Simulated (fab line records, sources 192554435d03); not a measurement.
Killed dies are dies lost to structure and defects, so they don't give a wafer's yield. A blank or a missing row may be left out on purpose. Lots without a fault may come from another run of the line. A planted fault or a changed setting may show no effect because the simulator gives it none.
Chamber matching | flow n5_finfet | N5_FIN_SAQP_PECVD_48 on pecvd-04: 3 sister chambers
The step deposits SiNx from SiH4/NH3/N2, target thk 25 nm, time 22.1 s. 3 wafers are shown with their chamber, then 8 later ones without.

WAFERS WITH THEIR CHAMBER
wafer  | chamber | throttle_valve_pct (%)
L085.5 | 1       | 40.7
L085.6 | 2       | 37.4
L086.1 | 0       | 40.0

WAFERS WITHOUT THEIR CHAMBER
wafer  | throttle_valve_pct (%)
L086.3 | 40.6
L086.4 | 37.7
L088.1 | 40.8
L088.2 | 40.1
L088.6 | 37.7
L092.1 | 40.5
L092.2 | 40.0
L092.6 | 38.0

WHICH CHAMBER EACH WENT THROUGH
wafer  | from the rows above     | in truth
L086.3 | can't be placed: 1 or 0 | 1
L086.4 | 2                       | 2
L088.1 | 1                       | 1
L088.2 | can't be placed: 0 or 1 | 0
L088.6 | 2                       | 2
L092.1 | can't be placed: 1 or 0 | 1
L092.2 | 0                       | 0
L092.6 | 2                       | 2
Placed correctly: 5 of 8. Can't be placed from these rows: 3 (the true chamber is among the candidates in 3). Placed wrongly: 0.
How it was worked out, from the rows above alone: a wafer's distance from a chamber is the root of the sum, over the readings, of the square of ((its reading less the chamber's mean) divided by the reading's scatter). The wafer belongs to the nearest chamber; if the next one is less than 2 further off, it can't be placed. A chamber's mean is the mean of its shown wafers. The scatter: with one shown wafer a chamber, the root of the mean of the squares of how far each hidden wafer lies from its nearest shown one.
